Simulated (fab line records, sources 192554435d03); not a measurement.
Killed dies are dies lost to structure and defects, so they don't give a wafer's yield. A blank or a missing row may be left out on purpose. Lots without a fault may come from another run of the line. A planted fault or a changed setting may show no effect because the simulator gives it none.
Which tool did it? | flow n5_finfet | 9 lots, 27 wafers sampled, at 8 steps of a route of 1938

WHAT THE GAUGES READ, wafer by wafer
N5_STI_FIN_REVEAL_FIN_H_MEAS_10. Usual: trench_depth_nm 52.1 nm, standard deviation 0.66.
lot  | measured    | on     | trench_depth_nm (nm) | flag
L751 | day 2 13:24 | ocd-01 | 52.0 52.4 51.9       |
L752 | day 2 19:57 | ocd-02 | 52.3 53.0 52.2       |
L757 | day 4 01:55 | ocd-01 | 51.2 52.8 52.7       |
L758 | day 4 07:11 | ocd-01 | 52.3 51.7 52.1       |
L759 | day 4 15:35 | ocd-01 | 52.2 53.4 51.9       |
L760 | day 4 20:52 | ocd-02 | 51.9 50.5 50.9       |
L761 | day 5 01:27 | ocd-02 | 51.3 51.9 51.7       |
L764 | day 5 18:53 | ocd-01 | 52.4 52.1 52.4       |
L771 | day 7 13:17 | ocd-02 | 51.5 52.7 52.5       |

N5_STI_FIN_REVEAL_INSPECT_13: inspects for defects (darkfield). Usual: raw_defect_count 12, standard deviation 5.7.
lot  | measured    | on                | raw_defect_count | flag
L751 | day 2 13:29 | defect_inspect-01 | 14 28 6          |
L752 | day 2 20:02 | defect_inspect-01 | 7 14 18          |
L757 | day 4 02:00 | defect_inspect-01 | 20 15 13         |
L758 | day 4 07:17 | defect_inspect-02 | 5 4 3            |
L759 | day 4 15:41 | defect_inspect-02 | 12 10 14         |
L760 | day 4 20:57 | defect_inspect-01 | 6 10 14          |
L761 | day 5 01:34 | defect_inspect-02 | 8 9 26           |
L764 | day 5 18:58 | defect_inspect-01 | 5 9 17           |
L771 | day 7 13:22 | defect_inspect-01 | 8 9 10           |

N5_DUMMY_GATE_THK_MEAS_05. Usual: thk_nm 72.4 nm, standard deviation 1.2.
lot  | measured    | on            | thk_nm (nm)    | flag
L751 | day 2 17:41 | film_metro-02 | 71.4 72.6 72.3 |
L752 | day 3 00:13 | film_metro-02 | 72.0 72.7 72.2 |
L757 | day 4 08:01 | film_metro-02 | 73.3 72.2 73.3 |
L758 | day 4 11:28 | film_metro-01 | 75.3 72.4 70.6 |
L759 | day 4 21:20 | film_metro-02 | 71.6 70.0 74.8 |
L760 | day 5 01:26 | film_metro-01 | 72.4 72.5 71.5 |
L761 | day 5 06:02 | film_metro-02 | 70.9 75.6 72.9 |
L764 | day 5 23:48 | film_metro-01 | 74.2 72.7 73.1 |
L771 | day 7 17:33 | film_metro-01 | 53.1 50.9 50.9 | OFF

N5_SDB_THK_MEAS_31. Usual: SDB_THK 64.7 nm, standard deviation 1.2.
lot  | measured    | on            | SDB_THK (nm)   | flag
L751 | day 4 00:31 | film_metro-02 | 63.6 64.9 64.6 |
L752 | day 4 03:25 | film_metro-02 | 64.3 64.9 64.4 |
L757 | day 5 13:45 | film_metro-02 | 65.6 64.4 65.5 |
L758 | day 5 16:49 | film_metro-01 | 67.5 64.7 62.9 |
L759 | day 6 02:10 | film_metro-02 | 63.9 62.3 67.0 |
L760 | day 6 06:50 | film_metro-01 | 64.5 64.6 63.7 |
L761 | day 6 09:12 | film_metro-01 | 63.2 67.9 65.2 |
L764 | day 7 03:04 | film_metro-02 | 66.4 64.9 65.4 |
L771 | day 8 23:00 | film_metro-01 | 45.3 43.2 43.1 | OFF

N5_BEOL_M4_RC_MEAS_101. Usual: DIBL_N 36.8 mV/V, standard deviation 2.2; DIBL_P 37.0 mV/V, standard deviation 2.8; IOFF_N 0.18 nA/um, standard deviation 0.043; IOFF_P 0.23 nA/um, standard deviation 0.05; ION_N 680 uA/um, standard deviation 14; ION_P 466 uA/um, standard deviation 9.1; SS_N 71.7 mV/dec, standard deviation 0.74; SS_P 73.5 mV/dec, standard deviation 0.79; VT_N 248 mV, standard deviation 4; VT_P -249 mV, standard deviation 4.1.
lot  | measured     | on        | DIBL_N (mV/V)  | DIBL_P (mV/V)  | IOFF_N (nA/um) | IOFF_P (nA/um) | ION_N (uA/um) | ION_P (uA/um) | SS_N (mV/dec)  | SS_P (mV/dec)  | VT_N (mV)   | VT_P (mV)      | flag
L751 | day 8 09:23  | prober-01 | 34.7 33.8 37.8 | 35.3 35.0 38.8 | 0.13 0.13 0.20 | 0.19 0.19 0.25 | 665 687 689   | 459 467 467   | 71.2 71.0 71.7 | 73.2 73.7 74.1 | 251 249 246 | -253 -251 -249 |
L752 | day 8 09:34  | prober-02 | 37.8 34.9 38.9 | 36.7 33.9 38.6 | 0.16 0.13 0.19 | 0.19 0.17 0.23 | 666 677 688   | 450 462 463   | 71.9 69.7 71.8 | 73.9 73.0 73.7 | 249 252 248 | -254 -255 -251 |
L757 | day 9 13:09  | prober-02 | 38.0 39.4 34.8 | 36.7 38.2 32.6 | 0.21 0.22 0.13 | 0.23 0.24 0.16 | 690 699 684   | 468 469 462   | 71.7 72.1 71.1 | 73.6 74.7 72.6 | 246 249 253 | -250 -248 -253 |
L758 | day 9 11:29  | prober-02 | 37.2 34.5 38.6 | 36.0 33.0 38.7 | 0.17 0.13 0.20 | 0.22 0.18 0.26 | 678 658 677   | 465 457 469   | 72.8 71.3 72.6 | 73.9 72.6 73.6 | 248 250 246 | -248 -250 -246 |
L759 | day 10 08:27 | prober-02 | 40.9 36.3 31.0 | 45.1 39.3 32.1 | 0.28 0.17 0.09 | 0.36 0.23 0.13 | 698 685 647   | 474 472 449   | 72.8 71.2 69.7 | 75.9 72.8 71.9 | 240 247 256 | -244 -251 -257 |
L760 | day 10 14:59 | prober-01 | 36.7 36.1 35.3 | 37.0 36.3 35.5 | 0.18 0.17 0.14 | 0.25 0.24 0.24 | 681 673 662   | 472 471 462   | 71.6 72.1 71.9 | 73.8 73.8 73.0 | 246 249 253 | -245 -248 -246 |
L761 | day 10 14:43 | prober-02 | 40.1 38.5 42.5 | 39.8 38.5 42.6 | 0.20 0.19 0.27 | 0.30 0.28 0.36 | 671 681 700   | 470 477 479   | 72.0 71.6 73.1 | 74.3 73.3 74.9 | 249 246 244 | -244 -243 -242 |
L764 | day 11 07:29 | prober-02 | 36.1 35.9 37.0 | 36.5 35.4 37.1 | 0.15 0.16 0.17 | 0.20 0.20 0.23 | 674 684 683   | 462 460 463   | 71.9 71.3 71.3 | 73.4 73.3 73.4 | 251 248 248 | -251 -251 -248 |
L771 | day 13 05:25 | prober-02 | 38.8 37.5 37.8 | 40.2 39.5 38.9 | 0.22 0.20 0.18 | 0.29 0.29 0.25 | 696 696 679   | 472 480 466   | 72.0 72.4 72.2 | 74.7 74.3 74.3 | 247 245 249 | -244 -244 -245 |

WHICH TOOL RAN EACH LOT (tool, then ch and the chambers of the sampled wafers, then the start)
lot  | N5_STI_FIN_REVEAL_ALD_14         | N5_DUMMY_GATE_CVD_03                      | N5_DUMMY_GATE_ETCH_44
L751 | ald_sin-01 ch 1,2, day 2 04:43   | lpcvd-01 ch 0/20,0/25,0/34, day 2 13:41   | rie_si-02 ch 1,2, day 2 23:07
L752 | ald_sin-01 ch 0,2, day 2 10:43   | lpcvd-01 ch 0/100,0/109,0/90, day 2 20:14 | rie_si-01 ch 0,1, day 3 05:26
L757 | ald_sin-03 ch 0,3, day 3 17:11   | lpcvd-01 ch 1/65,1/75,1/84, day 4 02:12   | rie_si-04 ch 0,1,3, day 4 15:15
L758 | ald_sin-03 ch 0,1,3, day 3 22:29 | lpcvd-02 ch 0/45,0/50,0/59, day 4 07:29   | rie_si-04 ch 1,3, day 4 16:46
L759 | ald_sin-02 ch 0,1,3, day 4 06:53 | lpcvd-01 ch 0/40,0/45,0/50, day 4 17:21   | rie_si-02 ch 0,1,3, day 5 02:40
L760 | ald_sin-03 ch 0,3, day 4 10:29   | lpcvd-01 ch 1/45,1/54,1/59, day 4 21:28   | rie_si-04 ch 2,3, day 5 06:46
L761 | ald_sin-03 ch 0,1,3, day 4 16:49 | lpcvd-02 ch 1/100,1/109,1/95, day 5 02:02 | rie_si-04 ch 1,2, day 5 11:24
L764 | ald_sin-03 ch 0,1,2, day 5 09:44 | lpcvd-02 ch 1/15,1/25,1/39, day 5 19:36   | rie_si-04 ch 1,3, day 6 05:00
L771 | ald_sin-02 ch 0,1,3, day 7 04:46 | lpcvd-02 ch 0/65,0/79,0/89, day 7 13:34   | rie_si-04 ch 0,1,2, day 7 22:51
- N5_STI_FIN_REVEAL_ALD_14: deposits Si3N4, target thk 3 nm.
- N5_DUMMY_GATE_CVD_03: deposits a-Si from SiH4, target thk 150 nm, time 8042 s.
- N5_DUMMY_GATE_ETCH_44: etches poly-Si in HBr/O2, stops on SiO2, target depth 127.5 nm.

WHAT THE TOOLS THEMSELVES READ (means of the sampled wafers that have a number; where no wafer has one, the mark that the record gives instead)
N5_STI_FIN_REVEAL_ALD_14. Usual: heater_power_w 820 W, standard deviation 84.
lot  | tool       | heater_power_w (W) | flag
L751 | ald_sin-01 | 800                |
L752 | ald_sin-01 | 803                |
L757 | ald_sin-03 | 778                |
L758 | ald_sin-03 | 764                |
L759 | ald_sin-02 | 973                |
L760 | ald_sin-03 | 779                |
L761 | ald_sin-03 | 777                |
L764 | ald_sin-03 | 801                |
L771 | ald_sin-02 | 971                |

N5_DUMMY_GATE_ETCH_44. Usual: drypump_motor_current_A 5.6 A, standard deviation 0.45; oes_product_au 0.726 a.u., standard deviation 0.015; throttle_valve_pct 18.37 %, standard deviation 0.24.
lot  | tool      | drypump_motor_current_A (A) | oes_product_au (a.u.) | throttle_valve_pct (%) | flag
L751 | rie_si-02 | 5.5                         | 0.724                 | 18.09                  |
L752 | rie_si-01 | 5.4                         | 0.740                 | 18.32                  |
L757 | rie_si-04 | 5.6                         | 0.724                 | 18.44                  |
L758 | rie_si-04 | 5.6                         | 0.726                 | 18.50                  |
L759 | rie_si-02 | 5.7                         | 0.719                 | 18.35                  |
L760 | rie_si-04 | 5.1                         | 0.720                 | 18.34                  |
L761 | rie_si-04 | 5.5                         | 0.746                 | 18.64                  |
L764 | rie_si-04 | 5.6                         | 0.733                 | 18.50                  |
L771 | rie_si-04 | 5.6                         | 0.628                 | 18.58                  | OFF

THE ANSWER, worked out from the rows above alone
Rule: a lot is off if the mean of its wafers that have a number lies more than 3 standard deviations from the usual mean. A lot without any number at a reading at which 4 lots or more have one is off too. The other lots that the step has rows for count as sound. The gauges are gone through in route order, then the tools' own readings, and for those a lot's mean is taken as printed above. The first step at which some lot is off is used, and at that step the reading that is off furthest; a lot without a number counts as furthest.
Off: L771, at N5_DUMMY_GATE_THK_MEAS_05 (thk_nm).
A tool fits if, at a process step before that reading, it ran every lot that is off, and no sound lot after the first of them. The gauges at N5_DUMMY_GATE_THK_MEAS_05 aren't tried: what is off there is off at N5_DUMMY_GATE_ETCH_44 too, on other tools, and a gauge's error can't cause that. Can't be told from this: 2 tools fit, ald_sin-02 at N5_STI_FIN_REVEAL_ALD_14, lpcvd-02 at N5_DUMMY_GATE_CVD_03.

WHAT THE SIMULATOR HAD PUT IN
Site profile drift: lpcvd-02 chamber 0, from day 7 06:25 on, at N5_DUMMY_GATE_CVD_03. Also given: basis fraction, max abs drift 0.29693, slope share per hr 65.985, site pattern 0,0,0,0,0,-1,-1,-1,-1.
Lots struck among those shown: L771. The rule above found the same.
